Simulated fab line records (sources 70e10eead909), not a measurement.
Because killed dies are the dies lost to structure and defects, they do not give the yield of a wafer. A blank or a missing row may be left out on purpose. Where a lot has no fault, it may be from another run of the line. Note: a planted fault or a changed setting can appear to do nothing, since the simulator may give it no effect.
Which tool is to blame? | flow nandHarc | 36 wafers from 12 lots sampled at 6 of the route's 1302 steps

## WHAT EACH GAUGE READ, for each wafer
NHARC_P_ZERO_WELL_CD_MEAS_52: target cd 2000 nm. Usual: cdNm reads 1999.5 nm (standard deviation 1.9).
lot  | measured     | on       | cdNm (nm)            | flag
L506 | day 2 12:04  | cdSem-02 | 2002.2 2001.8 2001.3 | 
L507 | day 2 21:45  | cdSem-02 | 2000.6 2000.2 1999.5 | 
L510 | day 4 04:00  | cdSem-02 | 1998.4 1999.2 1999.7 | 
L511 | day 4 13:37  | cdSem-01 | 1998.4 1997.8 1998.5 | 
L512 | day 4 23:40  | cdSem-02 | 2004.3 2000.6 1998.0 | 
L513 | day 5 09:45  | cdSem-02 | 2000.1 2001.4 2002.5 | 
L519 | day 7 21:53  | cdSem-03 | 1998.5 1998.5 1997.7 | 
L520 | day 8 07:36  | cdSem-01 | 1998.9 2000.3 1995.8 | 
L525 | day 10 09:54 | cdSem-03 | 1999.0 1998.1 1998.5 | 
L526 | day 10 20:17 | cdSem-01 | 1996.9 1997.4 2000.5 | 
L527 | day 11 05:55 | cdSem-01 | 2002.1 2000.1 2003.1 | 
L528 | day 11 15:56 | cdSem-03 | 1998.1 1997.4 2001.8 | 

NHARC_P_STI_INSPECT_11. Usual: rawDefectCount reads 5.2 (standard deviation 2.7).
lot  | measured     | on               | rawDefectCount | flag
L506 | day 3 07:41  | defectInspect-01 | 3 5 2          | 
L507 | day 3 16:33  | defectInspect-02 | 6 5 7          | 
L510 | day 4 21:41  | defectInspect-02 | 5 1 5          | 
L511 | day 5 08:10  | defectInspect-02 | 7 8 4          | 
L512 | day 5 17:08  | defectInspect-02 | 9 7 5          | 
L513 | day 6 05:01  | defectInspect-02 | 6 2 9          | 
L519 | day 8 15:20  | defectInspect-01 | 22 23 20       | OFF
L520 | day 9 02:17  | defectInspect-02 | 6 4 9          | 
L525 | day 11 06:38 | defectInspect-02 | 4 3 2          | 
L526 | day 11 16:41 | defectInspect-02 | 6 9 6          | 
L527 | day 12 04:51 | defectInspect-01 | 7 5 3          | 
L528 | day 12 09:05 | defectInspect-02 | 12 10 8        | 

NHARC_END_SORT_01. Usual: killedAtArray 52, standard deviation 19; killedAtOther 1.0, standard deviation 1.2; killedAtPeriphery 4.1, standard deviation 2.8; killedDies 57, standard deviation 19; killedOpen 3.1, standard deviation 1.7; killedShort 2.5, standard deviation 1.5.
lot  | measured     | on        | killedAtArray | killedAtOther | killedAtPeriphery | killedDies | killedOpen | killedShort | flag
L519 | day 29 23:15 | prober-01 | 41 51 33      | 0 0 0         | 13 17 15          | 54 68 48   | 0 5 4      | 1 1 4       | OFF
L525 | day 32 06:58 | prober-02 | 46 65 26      | 1 2 0         | 5 4 3             | 52 71 29   | 8 0 2      | 2 2 3       | 

## WHICH TOOL RAN EACH LOT (tool, then ch and the chambers of the sampled wafers, then the start)
lot  | NHARC_P_ZERO_WELL_ETCH_62                    | NHARC_P_ZERO_WELL_DESCUM_26       | NHARC_P_STI_HM_DEP_30
L506 | rieDiel-04 ch 1,2,3, day 2 08:56 or earlier  | rieDiel-04 ch 0,1,2, day 2 08:56  | lpcvd-02 ch 0, day 3 03:27
L507 | rieDiel-04 ch 0,1,3, day 2 18:38 or earlier  | rieDiel-12 ch 0,2,3, day 2 18:38  | lpcvd-01 ch 0, day 3 12:22
L510 | rieDiel-12 ch 0,1,2, day 4 00:54 or earlier  | rieDiel-04 ch 2,3, day 4 00:54    | lpcvd-01 ch 1, day 4 17:30
L511 | rieDiel-04 ch 0,2, day 4 10:38 or earlier    | rieDiel-04 ch 0,1,2, day 4 10:38  | lpcvd-02 ch 1, day 5 04:03
L512 | rieDiel-04 ch 0,2,3, day 4 20:32 or earlier  | rieDiel-04 ch 0,1,2, day 4 20:32  | lpcvd-01 ch 1, day 5 12:55
L513 | rieDiel-12 ch 0,1,3, day 5 06:45 or earlier  | rieDiel-04 ch 0,1,3, day 5 06:45  | lpcvd-02 ch 0, day 5 23:16
L519 | rieDiel-05 ch 0,2, day 7 18:51 or earlier    | rieDiel-12 ch 1,2,3, day 7 18:51  | lpcvd-01 ch 0, day 8 11:06
L520 | rieDiel-04 ch 0,2,3, day 8 04:35 or earlier  | rieDiel-04 ch 1,2,3, day 8 04:35  | lpcvd-02 ch 0, day 8 22:09
L525 | rieDiel-04 ch 0,2,3, day 10 06:53 or earlier | rieDiel-05 ch 0,2,3, day 10 06:53 | lpcvd-02 ch 0, day 11 02:26
L526 | rieDiel-04 ch 0,2,3, day 10 17:08 or earlier | rieDiel-12 ch 1,2, day 10 17:08   | lpcvd-01 ch 1, day 11 12:36
L527 | rieDiel-05 ch 0,1, day 11 02:47 or earlier   | rieDiel-12 ch 1,2,3, day 11 02:47 | lpcvd-01 ch 1, day 12 00:43
L528 | rieDiel-12 ch 0,2,3, day 11 12:46 or earlier | rieDiel-05 ch 0,1, day 11 12:46   | lpcvd-01 ch 1, day 12 04:52
- NHARC_P_ZERO_WELL_ETCH_62: etches the open film in CHF3/Ar, target depth 13 nm, time 6.5 s.
- NHARC_P_ZERO_WELL_DESCUM_26: chemistry O2, time 3 s.
- NHARC_P_STI_HM_DEP_30: deposits Si3N4, target thk 80 nm, time 873 s.

## WHAT THE TOOLS THEMSELVES READ (means of the sampled wafers that have a number; where no wafer has one, the mark that the record gives instead)
NHARC_P_ZERO_WELL_ETCH_62. Usual: biasW 199.9 W, standard deviation 0.66; drypumpMotorCurrentA 5.81 A, standard deviation 0.25; oesProductAu 0.960 a.u., standard deviation 0.022; rfVppV 371.0 V, standard deviation 1.7; showerheadPlenumPTorr 2.36 Torr, standard deviation 0.075; throttleValvePct 20.218 %, standard deviation 0.0088.
lot  | tool       | biasW (W) | drypumpMotorCurrentA (A) | oesProductAu (a.u.) | rfVppV (V) | showerheadPlenumPTorr (Torr) | throttleValvePct (%) | flag
L506 | rieDiel-04 | 199.8     | 5.82                     | 0.981               | 373.0      | 2.43                         | 20.224               | 
L507 | rieDiel-04 | 200.2     | 5.69                     | 0.985               | 372.1      | 2.39                         | 20.217               | 
L510 | rieDiel-12 | 199.9     | 5.80                     | 0.928               | 370.4      | 2.36                         | 20.217               | 
L511 | rieDiel-04 | 200.2     | 6.14                     | 0.981               | 373.5      | 2.47                         | 20.214               | 
L512 | rieDiel-04 | 199.9     | 5.89                     | 0.979               | 372.0      | 2.41                         | 20.224               | 
L513 | rieDiel-12 | 199.3     | 5.77                     | 0.956               | 369.5      | 2.32                         | 20.207               | 
L519 | rieDiel-05 | 200.2     | 5.86                     | 0.966               | 371.7      | 2.34                         | 20.219               | 
L520 | rieDiel-04 | 199.4     | 5.89                     | 0.965               | 371.8      | 2.40                         | 20.218               | 
L525 | rieDiel-04 | 199.9     | 5.90                     | 0.958               | 371.5      | 2.40                         | 20.217               | 
L526 | rieDiel-04 | 200.0     | 5.91                     | 0.967               | 371.5      | 2.40                         | 20.218               | 
L527 | rieDiel-05 | 200.1     | 5.63                     | 0.968               | 369.9      | 2.28                         | 20.223               | 
L528 | rieDiel-12 | 199.3     | 5.74                     | 0.911               | 369.0      | 2.30                         | 20.211               | 

NHARC_P_ZERO_WELL_DESCUM_26. Usual: drypumpMotorCurrentA 5.80 A, standard deviation 0.22; oesProductAu 0.997 a.u., standard deviation 0.014; rfVppV 57.9 V, standard deviation 0.9; showerheadPlenumPTorr 1.92 Torr, standard deviation 0.06; throttleValvePct 11.310 %, standard deviation 0.0092.
lot  | tool       | drypumpMotorCurrentA (A) | oesProductAu (a.u.) | rfVppV (V) | showerheadPlenumPTorr (Torr) | throttleValvePct (%) | flag
L506 | rieDiel-04 | 5.94                     | 1.011               | 58.2       | 2.01                         | 11.314               | 
L507 | rieDiel-12 | 5.74                     | 0.986               | 57.6       | 1.89                         | 11.314               | 
L510 | rieDiel-04 | 5.79                     | 1.013               | 57.9       | 1.96                         | 11.303               | 
L511 | rieDiel-04 | 5.92                     | 1.004               | 58.4       | 2.00                         | 11.312               | 
L512 | rieDiel-04 | 5.92                     | 1.005               | 57.7       | 2.00                         | 11.304               | 
L513 | rieDiel-04 | 5.67                     | 1.005               | 58.1       | 1.95                         | 11.303               | 
L519 | rieDiel-12 | 5.74                     | 0.989               | 58.0       | 1.91                         | 11.312               | 
L520 | rieDiel-04 | 5.77                     | 1.009               | 57.8       | 1.98                         | 11.317               | 
L525 | rieDiel-05 | 5.73                     | 0.994               | 58.1       | 1.89                         | 11.318               | 
L526 | rieDiel-12 | 5.79                     | 0.996               | 58.1       | 1.93                         | 11.320               | 
L527 | rieDiel-12 | 5.72                     | 0.980               | 57.9       | 1.90                         | 11.301               | 
L528 | rieDiel-05 | 5.84                     | 1.004               | 57.2       | 1.83                         | 11.311               | 

## THE ANSWER, worked out from the rows above alone
Rule: a lot is off if the mean of its wafers that have a number lies more than 3 standard deviations from the usual mean. A lot without any number at a reading at which 4 lots or more have one is off too. Any other lot the step has rows for is counted as sound. After the gauges, taken in route order, come the tools' own readings; for these a lot's mean is taken, as printed above. At the first step where some lot is off, the reading lying furthest off is the one used; lots without a number count as furthest.
Off: L519, at NHARC_P_STI_INSPECT_11 (rawDefectCount).
A tool fits if, at a process step before that reading, it ran every lot that is off, and no sound lot after the first of them. Not tried: the gauges at NHARC_P_STI_INSPECT_11; whatever is off there is also off at NHARC_END_SORT_01, on other tools, and gauge error can't account for it. NHARC_P_ZERO_WELL_ETCH_62 gives no start for some lots, so the hours and the order of its lots are those of NHARC_P_ZERO_WELL_DESCUM_26. None of those tried fits.

## WHAT THE SIMULATOR HAD INSERTED
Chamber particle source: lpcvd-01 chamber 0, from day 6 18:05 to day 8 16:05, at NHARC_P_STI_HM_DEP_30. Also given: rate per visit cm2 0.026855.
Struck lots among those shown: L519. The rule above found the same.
